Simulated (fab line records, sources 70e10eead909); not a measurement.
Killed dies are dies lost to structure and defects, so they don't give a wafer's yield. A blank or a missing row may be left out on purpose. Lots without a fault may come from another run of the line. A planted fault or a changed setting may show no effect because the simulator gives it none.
fab line records | flow nand_harc
record lots=5 wafers=15 last_day=25
route steps=1159 shown A_SOURCE_PLATE@419 A_ONON_D1@424
lots that met no fault: from a run of the same line without faults
start_h: hours from the record's first day to the start of the lot's first wafer shown | wait_h: hours since the lot's step before | " the same as in the row above | L1.1+2: a row that stands for several wafers | - no value, or no start given | * or withheld: withheld | < > ~ a bound
route shown NAME@n: a module of which the file shows steps, and the number in the route of the first | usual: mean/standard deviation of fault-free wafers | same: alike in all rows | chamber/n: place in a boat | sites: the reading at each site | _std_site: their standard deviation | _edge_site: outer sites' mean less inner sites' | radius_mm: how far each site lies from the wafer's centre | mask NAME#n: copy n | behind: the tool/chamber that last shaped the wafer | hold: why the lot was held/for how many hours/how that ended | device: the transistor (n, p or np) that didn't switch | end of line: the same wafers' tests at the end of the route | a step without rows: its recipe alone | killed: dies lost to structure and defects at the first sort, not the wafer's yield | map: a wafer's dies, x killed, . not, _ none there
set.NAME: the setting as run; set.NAME@STEP: as run at that earlier step | model.NAME: the simulator's own value behind a step, which no gauge read
lots at some steps of the route; a table a step, a row a wafer
services: from which hour (start_h, from the record's first day; less than 0 if before it) a tool's chamber was out of use, for how many hours, and why
## steps
# step NHARC_A_SOURCE_PLATE_ANNEAL_05
# recipe temp_c=850 time_s=1800
# usual zone_power_centre_pct=17.9/1.3
# columns lot.wafer tool chamber start_h wait_h zone_power_centre_pct
L075.1 furnace-06 0 160.36 3.5 18.7
L075.2 " 0 " " 18.7
L075.4 " 0 " " 18.8
L077.2 furnace-01 0 174.78 6.3 16.2
L077.4 " 0 " " 16.4
L077.6 " 0 " " 16.3
L080.4 furnace-06 0 190.03 3.5 19.2
L080.5 " 0 " " 19.1
L080.6 " 0 " " 19.0
L094.2 furnace-06 0 271.06 3.5 19.3
L094.3 " 0 " " 18.8
L094.5 " 0 " " 18.9
L097.3 furnace-06 0 288.00 3.5 19.0
L097.4 " 0 " " 19.1
L097.5 " 0 " " 18.9
# step NHARC_A_SOURCE_PLATE_THK_MEAS_06
# recipe thk_meas_gauge=ellipsometry
# usual thk_nm=200.1/2.2
# columns lot.wafer tool chamber start_h wait_h thk_nm
L075.1 film_metro-02 - 164.33 0.4 197.2
L075.2 " - " " 197.2
L075.4 " - " " 197.3
L077.2 film_metro-01 - 178.75 0.4 201.5
L077.4 " - " " 200.0
L077.6 " - " " 198.4
L080.4 film_metro-02 - 193.99 0.4 201.9
L080.5 " - " " 201.1
L080.6 " - " " 203.4
L094.2 film_metro-02 - 274.94 0.4 199.9
L094.3 " - " " 202.3
L094.5 " - " " 202.0
L097.3 film_metro-02 - 292.01 0.4 199.5
L097.4 " - " " 200.2
L097.5 " - " " 200.0
# step NHARC_A_SOURCE_PLATE_INSPECT_08
# usual raw_defect_count=61/23
# columns lot.wafer tool chamber start_h wait_h raw_defect_count
L075.1 defect_inspect-02 - 164.39 0.0 67
L075.2 " - " " 39
L075.4 " - " " 44
L077.2 defect_inspect-01 - 178.83 0.0 46
L077.4 " - " " 27
L077.6 " - " " 72
L080.4 defect_inspect-01 - 194.05 0.0 76
L080.5 " - " " 76
L080.6 " - " " 73
L094.2 defect_inspect-02 - 275.01 0.0 72
L094.3 " - " " 86
L094.5 " - " " 118
L097.3 defect_inspect-02 - 292.11 0.0 98
L097.4 " - " " 55
L097.5 " - " " 68
# step NHARC_A_ONON_D1_DEP_00
# recipe target_thk_a=10000 n2_flow_sccm=2750 n2o_flow_sccm=2000 nh3_flow_sccm=500 sih4_flow_sccm=210 temp_c=400
# columns lot.wafer tool chamber start_h wait_h
L075.1+2+4 pecvd_onon-04 0 164.46 0.1
L077.2+4+6 pecvd_onon-01 0 178.96 0.1
L080.4+5+6 pecvd_onon-02 0 194.29 0.2
L094.2+3+5 pecvd_onon-04 0 275.13 0.1
L097.3+4+5 pecvd_onon-04 0 292.29 0.2
# step NHARC_A_ONON_D1_THK_MEAS_02
# recipe thk_meas_gauge=ellipsometry
# usual thk_nm=1003/9.6
# columns lot.wafer tool chamber start_h wait_h thk_nm
L075.1 film_metro-02 - 164.97 - 1003
L075.2 " - " " 1001
L075.4 " - " " 1001
L077.2 film_metro-02 - 179.41 - 999
L077.4 " - " " 999
L077.6 " - " " 998
L080.4 film_metro-01 - 194.63 - 1026
L080.5 " - " " 1027
L080.6 " - " " 1026
L094.2 film_metro-02 - 275.59 - 1009
L094.3 " - " " 1008
L094.5 " - " " 1007
L097.3 film_metro-02 - 292.69 - 996
L097.4 " - " " 997
L097.5 " - " " 995
# step NHARC_A_ONON_D1_DEP_03
# recipe target_thk_a=10000 n2_flow_sccm=2750 n2o_flow_sccm=2000 nh3_flow_sccm=500 sih4_flow_sccm=210 temp_c=400
# columns lot.wafer tool chamber start_h wait_h
L075.1+2+4 pecvd_onon-02 0 165.03 0.1
L077.2+4+6 pecvd_onon-04 0 179.64 0.2
L080.4+5+6 pecvd_onon-01 0 194.86 0.2
L094.2+3+5 pecvd_onon-02 0 275.70 0.1
L097.3+4+5 pecvd_onon-01 0 292.86 0.2
# step NHARC_A_ONON_D1_THK_MEAS_05
# recipe thk_meas_gauge=ellipsometry
# usual thk_nm=1000/9.2
# columns lot.wafer tool chamber start_h wait_h thk_nm
L075.1 film_metro-02 - 165.55 - 991
L075.2 " - " " 991
L075.4 " - " " 993
L077.2 film_metro-01 - 180.09 - 979
L077.4 " - " " 976
L077.6 " - " " 976
L080.4 film_metro-02 - 195.20 - 1005
L080.5 " - " " 1004
L080.6 " - " " 1005
L094.2 film_metro-01 - 276.15 - 999
L094.3 " - " " 997
L094.5 " - " " 1001
L097.3 film_metro-02 - 293.26 - 1006
L097.4 " - " " 1006
L097.5 " - " " 1005
# step NHARC_A_ONON_D1_DEP_06
# recipe target_thk_a=10000 n2_flow_sccm=2750 n2o_flow_sccm=2000 nh3_flow_sccm=500 sih4_flow_sccm=210 temp_c=400
# columns lot.wafer tool chamber start_h wait_h
L075.1+2+4 pecvd_onon-04 0 165.60 0.1
L077.2+4+6 pecvd_onon-02 0 180.34 0.2
L080.4+5+6 pecvd_onon-04 0 195.43 0.2
L094.2+3+5 pecvd_onon-04 0 276.27 0.1
L097.3+4+5 pecvd_onon-04 0 293.43 0.2
## services
# columns tool chamber start_h hours kind
pecvd_onon-01 - 195.04 13.0 pm
furnace-06 - 199.21 26.0 pm
pecvd_onon-04 - 237.37 13.0 pm
pecvd_onon-02 - 292.00 13.0 pm
## key
fault none
